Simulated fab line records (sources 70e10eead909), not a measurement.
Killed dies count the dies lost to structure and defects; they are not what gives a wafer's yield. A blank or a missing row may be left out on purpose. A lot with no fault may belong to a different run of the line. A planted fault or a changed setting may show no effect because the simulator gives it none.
Struck lot and sound lot, side by side + flow nand-harc + 15 steps out of a route of 1159
Sound: these wafers, L442.2, L442.5, L442.6. Wafers L436.1, L436.5, L436.6 were the ones struck. The cause is named last.
Per side, at each step with rows, come the tool, then ch with its chambers, and then its first start. Under that, the readings that differ: sound wafers + struck wafers + difference of the means + sigmas: that difference in standard deviations of wafers without a fault.
alike: words and numbers the same on both sides, and readings whose means are apart by under 2 such deviations; not compared: readings that were withheld, readings missing a value for some wafer, numbers with overlapping values and no deviation given by the record, and bounds like >300 which may hide the same value.
Wherever a step has rows on one side only, a row that says differs or no value, or a row with sigmas, the two part there. Non-overlapping numbers with no deviation appear without sigmas and do not part them. A reading that every wafer of one side lacks parts them only if that side has two wafers or more.

first, 7 steps without rows for these wafers: NHARC_A_CONTACT_COAT_62 (time 65 s); NHARC_A_CONTACT_COAT_63 (resist thk 90 nm); NHARC_A_CONTACT_SOFTBAKE_64 (time 55 s); NHARC_A_CONTACT_EBR_65; NHARC_A_CONTACT_EXPOSE_66 (exposes mask A CC 2); NHARC_A_CONTACT_PEB_67 (peb time 65 s); NHARC_A_CONTACT_DEVELOP_68 (develop time 35 s).
NHARC_A_CONTACT_CD_MEAS_69: target cd 200 nm.
  sound on cd-sem-02 ch 0, day 20 18:11; struck on cd-sem-02 ch 0, day 18 19:35
  alike: cd-nm
NHARC_A_CONTACT_OVL_MEAS_70:
  sound on overlay-01 at day 20 18:17; struck on overlay-02 at day 18 19:40
| reading           | sound          | struck      | difference | sigmas |
|-------------------|----------------|-------------|------------|--------|
| overlay-y-nm (nm) | -2.2 -2.5 -2.2 | 1.1 0.5 1.3 | +3.3       | +3     |
  alike: overlay-x-nm
NHARC_A_CONTACT_INSPECT_71:
  sound on defect-inspect-02 at day 20 18:19; struck on defect-inspect-01 at day 18 19:42
  alike: raw-defect-count
NHARC_A_CONTACT_DESCUM_74: chemistry O2, time 3 s.
  sound on rie-diel-08 ch 0,1,2, day 20 18:24; struck on rie-diel-07 ch 0,2,3, day 18 19:47
  alike: drypump-motor-current-A, mfc-ar-sccm, oes-product-au, rf-vpp-V, showerhead-plenum-p-Torr, throttle-valve-pct
  not compared: rf-hours-counter-h
NHARC_A_CONTACT_ETCH_75: etches the open film in CF4, target depth 39 nm, time 65 s.
  sound on rie-diel-08 ch 0,2,3, day 20 18:29; struck on rie-diel-07 ch 0,2,3, day 18 19:52
  alike: bias-w, cf4-flow-sccm, drypump-motor-current-A, mfc-ar-sccm, oes-product-au, rf-fwd-power-W, rf-vpp-V, showerhead-plenum-p-Torr, throttle-valve-pct
  not compared: rf-hours-counter-h
NHARC_A_CONTACT_ETCH_76: etches the open film in N2/H2, target depth 260 nm, time 475.3 s.
  sound on rie-diel-08 ch 2,3, day 20 18:35; struck on rie-diel-07 ch 1,2,3, day 18 20:01
  no value came back on the struck wafers for any of 10 readings (bias-w (W), chamber-pressure-mTorr (mTorr) and others); on the sound wafers bias-w (W) reads 149.3 149.7 150.2
  not compared: rf-hours-counter-h
NHARC_A_CONTACT_ETCH_77: etches the open film in CF4/CHF3, target depth 72.6 nm, time 36.3 s.
  sound on rie-diel-08 ch 0,1; struck on rie-diel-07 ch 0,1
  alike: bias-w, cf4-flow-sccm, chf3-flow-sccm, drypump-motor-current-A, mfc-ar-sccm, oes-product-au, rf-fwd-power-W, rf-vpp-V, showerhead-plenum-p-Torr, throttle-valve-pct
  not compared: rf-hours-counter-h
-- jump in the record: it breaks off in module A_CONTACT and resumes in module END (first step shown: number 1159 of the route), and 3 days separate the struck wafers' starts before and after --
NHARC_END_SORT_01:
  at this point the record logs the struck wafers (prober-01 ch 0, day 21 08:38) and has no rows for the sound ones

WHERE THEY PART
Earliest at NHARC_A_CONTACT_OVL_MEAS_70; latest, in this record, at NHARC_END_SORT_01.

WHY: what had been put in by the simulator
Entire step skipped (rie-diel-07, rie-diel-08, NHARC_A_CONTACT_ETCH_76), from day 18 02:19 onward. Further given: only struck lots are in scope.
